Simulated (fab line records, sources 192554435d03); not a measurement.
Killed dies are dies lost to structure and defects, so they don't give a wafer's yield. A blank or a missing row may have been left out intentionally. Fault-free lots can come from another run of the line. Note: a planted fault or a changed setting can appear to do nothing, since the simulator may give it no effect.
Matching of chambers | flow n5 finfet | 4 sister chambers for N5_BEOL_M2_CMP_52 on cmp-01
The step polishes, stops on SiOC, t overpolish 6.8 s, target thk 40 nm. 18 wafers are shown with their chamber, then 9 later ones without.

## EACH WAFER AND ITS CHAMBER
wafer  | chamber | motor current A (A) | time to endpoint s (s) | barrier field endpoint s (s)
L075.2 | 3       | 5.9                 | 61                     | 24.9
L075.5 | 0       | 7.2                 | 66                     | 25.7
L075.6 | 1       | 5.7                 | 64                     | 24.9
L076.4 | 2       | 6.2                 | 67                     | 25.1
L076.5 | 3       | 5.5                 | 62                     | 25.1
L076.6 | 0       | 6.4                 | 68                     | 26.0
L079.1 | 3       | 5.7                 | 62                     | 25.2
L079.3 | 2       | 6.3                 | 68                     | 25.7
L079.4 | 0       | 6.4                 | 67                     | 26.2
L077.1 | 1       | 5.6                 | 64                     | 24.5
L077.3 | 2       | 6.7                 | 63                     | 24.5
L077.6 | 0       | 6.6                 | 64                     | 25.2
L086.1 | 3       | 5.8                 | 61                     | 25.2
L086.2 | 2       | 6.3                 | 66                     | 25.0
L086.3 | 1       | 5.4                 | 64                     | 24.9
L087.1 | 1       | 5.7                 | 64                     | 24.6
L087.2 | 3       | 5.6                 | 63                     | 24.2
L087.4 | 2       | 6.5                 | 67                     | 24.3

SIGNATURES, as means of the wafers listed above
reading                  | chamber 0 | chamber 1 | chamber 2 | chamber 3 | scatter within a chamber
motor current A          | 6.650     | 5.600     | 6.400     | 5.700     | 0.231
time to endpoint s       | 66.25     | 64.00     | 66.20     | 61.80     | 1.37
barrier field endpoint s | 25.775    | 24.725    | 24.920    | 24.920    | 0.432
Rule: distance of a wafer from a chamber = root of the sum over the readings of ((wafer's reading minus chamber's mean) / reading's scatter) squared. The wafer belongs to the nearest chamber; if the next one is less than 2 further off, it can't be placed. How the scatter is found: for the shown wafers, subtract from each reading the mean of its chamber, square and add these, divide the total by (wafers less chambers), then take the root.

## WAFERS WITH NO CHAMBER GIVEN
wafer  | motor current A (A) | time to endpoint s (s) | barrier field endpoint s (s)
L089.2 | 5.5                 | 57                     | 23.6
L089.3 | 6.3                 | 64                     | 25.1
L089.6 | 6.3                 | 62                     | 24.4
L093.1 | 6.3                 | 62                     | 24.7
L093.5 | 5.6                 | 61                     | 25.8
L093.6 | 6.1                 | 65                     | 25.2
L094.2 | 5.5                 | 64                     | 24.8
L094.3 | 5.5                 | 59                     | 23.8
L094.5 | 6.4                 | 64                     | 25.9

## EACH ONE'S CHAMBER
wafer  | from the rows above               | in truth
L089.2 | can't be placed: 3 or 1           | 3
L089.3 | can't be placed: 2 or 0 or 3 or 1 | 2
L089.6 | can't be placed: 3 or 2 or 1 or 0 | 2
L093.1 | can't be placed: 3 or 2 or 1 or 0 | 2
L093.5 | can't be placed: 3 or 1           | 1
L093.6 | can't be placed: 2 or 1 or 0 or 3 | 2
L094.2 | can't be placed: 1 or 3           | 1
L094.3 | can't be placed: 3 or 1           | 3
L094.5 | can't be placed: 0 or 2           | 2
Placed correctly: 0 of 9. From these rows, 9 cannot be placed; in 9 the true chamber is one of the candidates. Number placed wrongly: 0.
